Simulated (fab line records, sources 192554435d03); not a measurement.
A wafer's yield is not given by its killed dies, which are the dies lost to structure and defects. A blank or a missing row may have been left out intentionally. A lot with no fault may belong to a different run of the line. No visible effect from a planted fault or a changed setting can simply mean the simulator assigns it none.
One fault seen from 2 desks | flow n5 finfet | what lay behind the numbers comes last; until then each desk has only its own

AT THE TOOL OWNER'S DESK: euv scanner-02
The tool's own readings at N5_BEOL_M3_EXPOSE_25 (exposes mask V2, defocus 5 nm): means of the sampled wafers that have a number, for each lot that ran on this tool. The brackets show how far a lot's mean lies from the usual mean; more than 4 standard deviations puts the lot out of limits, marked OUT.
Columns: A = exposure dose mJ cm2 at N5_BEOL_M3_EXPOSE_25, usual 62.96
lot  | first seen here | A
L180 | day 7 01:47     | 63.02
L183 | day 8 05:46     | 62.93
L185 | day 10 07:47    | 62.91
L189 | day 10 13:00    | 62.88
L192 | day 10 17:28    | 61.58 (-22) OUT
L195 | day 10 20:46    | 61.86 (-17) OUT
This desk's finding: out of limits on L192, L195; first on L192, day 10 17:28 (exposure dose mJ cm2 at N5_BEOL_M3_EXPOSE_25). L180, L183, L185, L189 stayed within limits.

THE METROLOGY DESK
Lot by lot, what the gauges showed, no matter which tool ran the lot: averages of those sampled wafers that carry a number. The brackets show how far a lot's mean lies from the usual mean; more than 4 standard deviations puts the lot out of limits, marked OUT. Shown here are 7 of its 12 readings, the ones lying furthest out on some lot.
Columns: A = cd nm at N5_BEOL_M3_CD_MEAS_11, usual 17.01 nm; B = cd nm at N5_BEOL_M3_CD_MEAS_28, usual 25.64 nm; C = DIBL_P at N5_BEOL_M4_RC_MEAS_101, usual 36.2 mV/V; D = IOFF_P at N5_BEOL_M4_RC_MEAS_101, usual 0.21 nA/um; E = ION_P at N5_BEOL_M4_RC_MEAS_101, usual 463 uA/um; F = SS_N at N5_BEOL_M4_RC_MEAS_101, usual 71.5 mV/dec; G = VT_P at N5_BEOL_M4_RC_MEAS_101, usual -250 mV
lot  | first seen here | A     | B     | C    | D    | E   | F    | G
L180 | day 7 00:52     | 17.16 | 25.57 | 32.2 | 0.14 | 456 | 70.1 | -257
L182 | day 7 13:46     | 17.24 | 25.94 | 37.4 | 0.23 | 464 | 71.3 | -247
L183 | day 8 04:55     | 16.87 | 25.55 | 36.7 | 0.18 | 449 | 71.9 | -257
L185 | day 10 07:01    | 16.77 | 25.44 | 37.2 | 0.21 | 465 | 71.8 | -252
L189 | day 10 11:44    | 17.41 | 25.41 | 35.7 | 0.22 | 463 | 71.6 | -249
L192 | day 10 15:45    | 16.78 | 25.13 | 34.9 | 0.23 | 470 | 71.9 | -248
L194 | day 10 18:22    | 17.01 | 26.03 | 37.3 | 0.20 | 465 | 71.5 | -252
L195 | day 10 19:35    | 16.58 | 25.21 | 34.4 | 0.22 | 459 | 71.7 | -248
L200 | day 12 15:59    | 16.91 | 25.75 | 36.8 | 0.23 | 465 | 71.9 | -250
L202 | day 13 12:35    | 17.02 | 25.42 | 35.4 | 0.23 | 470 | 71.8 | -248
This desk's verdict: no lot among the 10 shows anything out of limits.

TAKEN TOGETHER
At day 10 17:28, on L192, L195, the tool owner's desk was in a position to raise an alarm.
Metrology desk: nothing out of limits seen.
The metrology desk has L192, L195 on record, within its limits.
Every lot named ran N5_BEOL_M3_EXPOSE_25 on euv scanner-02.

WHAT HAD BEEN PUT IN BY THE SIMULATOR
Drift in process parameters on euv scanner-02 at N5_BEOL_M3_EXPOSE_25, starting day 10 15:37. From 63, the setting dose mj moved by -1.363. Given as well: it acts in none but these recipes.
Struck lots among those shown: L192, L195.
Time in hours from fault onset to the first out-of-limits reading at each desk: the tool owner's desk, 2.
